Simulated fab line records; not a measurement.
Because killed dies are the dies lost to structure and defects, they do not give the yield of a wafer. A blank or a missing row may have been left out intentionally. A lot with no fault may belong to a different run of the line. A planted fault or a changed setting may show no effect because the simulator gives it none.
What tool caused it? + flow nand harc + 36 wafers from 12 lots sampled at 6 of the route's 1302 steps

== WHAT EACH GAUGE READ, for each wafer ==
NHARC_END_SORT_01. Usual: killed at array 55, standard deviation 12; killed at other 1.0, standard deviation 1.2; killed at periphery 3.9, standard deviation 2.6; killed dies 60, standard deviation 12; killed open 3.3, standard deviation 1.9; killed short 2.5, standard deviation 1.8.
| lot  | measured     | on        | killed at array | killed at other | killed at periphery | killed dies | killed open | killed short | flag |
|------|--------------|-----------|-----------------|-----------------|---------------------|-------------|-------------|--------------|------|
| L690 | day 29 21:53 | prober-02 | 128 91 132      | 1 2 1           | 2 2 2               | 131 95 135  | 2 1 2       | 2 3 2        | OFF  |
| L692 | day 30 00:23 | prober-01 | 88 113 81       | 1 0 0           | 1 5 1               | 90 118 82   | 3 6 4       | 4 1 1        | OFF  |

== EACH LOT AND THE TOOL THAT RAN IT (in order: tool; ch and the chambers of the sampled wafers; start) ==
| lot  | NHARC_A_WL_FILL_ETCHBACK_05       | NHARC_A_CONTACT_DESCUM_47          | NHARC_A_CONTACT_ETCH_112             | NHARC_A_CONTACT_ETCH_114             | NHARC_A_CONTACT_ETCH_115             |
|------|-----------------------------------|------------------------------------|--------------------------------------|--------------------------------------|--------------------------------------|
| L680 | rie metal-01 ch 0,1, day 20 06:44 | rie diel-10 ch 1,2,3, day 21 04:46 | har cap etch-03 ch 0,1, day 21 06:49 | har cap etch-03 ch 0,1, day 21 07:10 | har cap etch-03 ch 0,1, day 21 07:20 |
| L681 | rie metal-01 ch 0,1, day 20 17:43 | rie diel-02 ch 0,1,2, day 22 03:01 | har cap etch-03 ch 1, day 22 05:01   | har cap etch-03 ch 1, day 22 05:22   | har cap etch-03 ch 1, day 22 05:32   |
| L685 | rie metal-02 ch 0,1, day 21 23:09 | rie diel-13 ch 2,3, day 23 02:33   | har cap etch-01 ch 0,1, day 23 04:36 | har cap etch-01 ch 0,1, day 23 04:56 | har cap etch-01 ch 0,1, day 23 05:07 |
| L686 | rie metal-01 ch 0,1, day 23 20:11 | rie diel-13 ch 0,1,3, day 24 19:37 | har cap etch-02 ch 0,1, day 24 21:59 | har cap etch-02 ch 0,1, day 24 22:20 | har cap etch-02 ch 0,1, day 24 22:30 |
| L690 | rie metal-01 ch 0,1, day 24 20:29 | rie diel-10 ch 0,1,3, day 25 22:11 | har cap etch-02 ch 0,1, day 26 11:58 | har cap etch-02 ch 0,1, day 26 12:18 | har cap etch-02 ch 0,1, day 26 12:28 |
| L692 | rie metal-01 ch 0,1, day 25 04:10 | rie diel-02 ch 1,2,3, day 26 09:25 | har cap etch-02 ch 0,1, day 26 12:11 | har cap etch-02 ch 0,1, day 26 12:31 | har cap etch-02 ch 0,1, day 26 12:41 |
| L694 | rie metal-03 ch 0,1, day 26 10:36 | rie diel-13 ch 0,1,3, day 27 11:11 | har cap etch-02 ch 0,1, day 27 13:14 | har cap etch-02 ch 0,1, day 27 13:35 | har cap etch-02 ch 0,1, day 27 13:45 |
| L696 | rie metal-02 ch 0,1, day 26 14:18 | rie diel-10 ch 1,2,3, day 27 11:31 | har cap etch-03 ch 0, day 27 13:32   | har cap etch-03 ch 0, day 27 13:53   | har cap etch-03 ch 0, day 27 14:03   |
| L693 | rie metal-03 ch 0,1, day 26 14:30 | rie diel-13 ch 2,3, day 27 14:19   | har cap etch-01 ch 0,1, day 27 16:25 | har cap etch-01 ch 0,1, day 27 16:45 | har cap etch-01 ch 0,1, day 27 16:55 |
| L695 | rie metal-02 ch 1, day 26 23:50   | rie diel-10 ch 0,3, day 28 00:10   | har cap etch-01 ch 0,1, day 28 02:11 | har cap etch-01 ch 0,1, day 28 02:32 | har cap etch-01 ch 0,1, day 28 02:43 |
| L701 | rie metal-03 ch 0,1, day 28 16:16 | rie diel-13 ch 0,1,3, day 29 18:16 | har cap etch-01 ch 0,1, day 29 20:16 | har cap etch-01 ch 0,1, day 29 20:36 | har cap etch-01 ch 0,1, day 29 20:47 |
| L702 | rie metal-01 ch 0,1, day 29 12:16 | rie diel-13 ch 0,3, day 30 13:03   | har cap etch-02 ch 0,1, day 30 15:06 | har cap etch-02 ch 0,1, day 30 15:26 | har cap etch-02 ch 0,1, day 30 15:37 |
- NHARC_A_WL_FILL_ETCHBACK_05: etches the open film in Cl2/BCl3, target depth 22 nm, time 60 s.
- NHARC_A_CONTACT_DESCUM_47: chemistry O2, time 3 s.
- NHARC_A_CONTACT_ETCH_112: etches the open film in C4F8/O2/Ar, time 190 s, target depth 1850 nm.
- NHARC_A_CONTACT_ETCH_114: etches the open film in C4F8/O2/Ar, time 190 s, target depth 1850 nm.
- NHARC_A_CONTACT_ETCH_115: etches the open film in C4F8/O2/Ar, time 190 s, target depth 1850 nm.

== AS READ BY THE TOOLS THEMSELVES (means over the sampled wafers that have a number; for cases with no such wafer, the mark the record gives instead) ==
NHARC_A_WL_FILL_ETCHBACK_05. Usual: drypump motor current A 5.6 A, standard deviation 0.37; oes product au 1.001 a.u., standard deviation 0.013.
| lot  | tool         | drypump motor current A (A) | oes product au (a.u.) | flag |
|------|--------------|-----------------------------|-----------------------|------|
| L680 | rie metal-01 | 5.5                         | 1.001                 |      |
| L681 | rie metal-01 | 5.2                         | 0.988                 |      |
| L685 | rie metal-02 | 5.7                         | 0.995                 |      |
| L686 | rie metal-01 | 5.5                         | 0.986                 |      |
| L690 | rie metal-01 | 5.5                         | 0.989                 |      |
| L692 | rie metal-01 | 5.2                         | 0.989                 |      |
| L694 | rie metal-03 | 6.0                         | 1.012                 |      |
| L696 | rie metal-02 | 5.7                         | 0.992                 |      |
| L693 | rie metal-03 | 6.1                         | 1.016                 |      |
| L695 | rie metal-02 | 5.6                         | 0.995                 |      |
| L701 | rie metal-03 | 6.1                         | 1.023                 |      |
| L702 | rie metal-01 | 5.2                         | 1.006                 |      |

NHARC_A_CONTACT_DESCUM_47. Usual: drypump motor current A 5.6 A, standard deviation 0.58; o2 flow sccm 200.0 sccm, standard deviation 0.49; oes product au 0.998 a.u., standard deviation 0.0095; rf vpp V 58.0 V, standard deviation 0.91; showerhead plenum p Torr 1.94 Torr, standard deviation 0.1; throttle valve pct 11.311 %, standard deviation 0.0085.
| lot  | tool        | drypump motor current A (A) | o2 flow sccm (sccm) | oes product au (a.u.) | rf vpp V (V) | showerhead plenum p Torr (Torr) | throttle valve pct (%) | flag |
|------|-------------|-----------------------------|---------------------|-----------------------|--------------|---------------------------------|------------------------|------|
| L680 | rie diel-10 | 6.1                         | 200.0               | 0.999                 | 57.8         | 1.96                            | 11.318                 |      |
| L681 | rie diel-02 | 5.9                         | 199.6               | 0.992                 | 58.1         | 1.93                            | 11.306                 |      |
| L685 | rie diel-13 | 5.4                         | 200.3               | 0.996                 | 58.3         | 1.95                            | 11.305                 |      |
| L686 | rie diel-13 | 5.2                         | 199.6               | 1.001                 | 57.1         | 1.94                            | 11.307                 |      |
| L690 | rie diel-10 | 6.2                         | 199.8               | 0.996                 | 58.5         | 1.91                            | 11.313                 |      |
| L692 | rie diel-02 | 5.6                         | 199.8               | 0.992                 | 58.6         | 1.95                            | 11.315                 |      |
| L694 | rie diel-13 | 5.2                         | 199.5               | 0.998                 | 57.0         | 1.93                            | 11.306                 |      |
| L696 | rie diel-10 | 6.1                         | 199.7               | 1.001                 | 58.6         | 1.94                            | 11.304                 |      |
| L693 | rie diel-13 | 5.1                         | 199.8               | 0.994                 | 58.7         | 1.86                            | 11.309                 |      |
| L695 | rie diel-10 | 6.3                         | 200.3               | 1.004                 | 58.6         | 1.96                            | 11.310                 |      |
| L701 | rie diel-13 | 5.2                         | 199.7               | 0.993                 | 57.7         | 1.93                            | 11.314                 |      |
| L702 | rie diel-13 | 4.9                         | 199.8               | 0.993                 | 57.5         | 1.88                            | 11.301                 |      |

== THE ANSWER, worked out from the rows above alone ==
Rule: lot off if the mean of its wafers having a number is beyond 3 standard deviations from the usual mean. Also off: a lot with no number at a reading for which 4 or more lots have one. Any other lot the step has rows for is counted as sound. First the gauges in route order, then the tools' own readings, where a lot's mean is used as printed above. The first step at which some lot is off is used, and at that step the reading that is off furthest; a lot without a number counts as furthest.
Off: L690, L692, at NHARC_END_SORT_01 (killed at array). Neither off nor sound, because the step has no rows for them: L680, L681, L685, L686, L694, L696, L693, L695, L701, L702.
If a tool, at a process step before that reading, ran all the lots that are off and no sound lot after the first of them, it fits. Those tools and the gauges at NHARC_END_SORT_01 are tried in the same way. Undecided on this evidence; 2 tools fit (rie metal-01 at NHARC_A_WL_FILL_ETCHBACK_05, har cap etch-02 at NHARC_A_CONTACT_ETCH_112 and NHARC_A_CONTACT_ETCH_114 and NHARC_A_CONTACT_ETCH_115).

== WHAT THE SIMULATOR HAD PUT IN ==
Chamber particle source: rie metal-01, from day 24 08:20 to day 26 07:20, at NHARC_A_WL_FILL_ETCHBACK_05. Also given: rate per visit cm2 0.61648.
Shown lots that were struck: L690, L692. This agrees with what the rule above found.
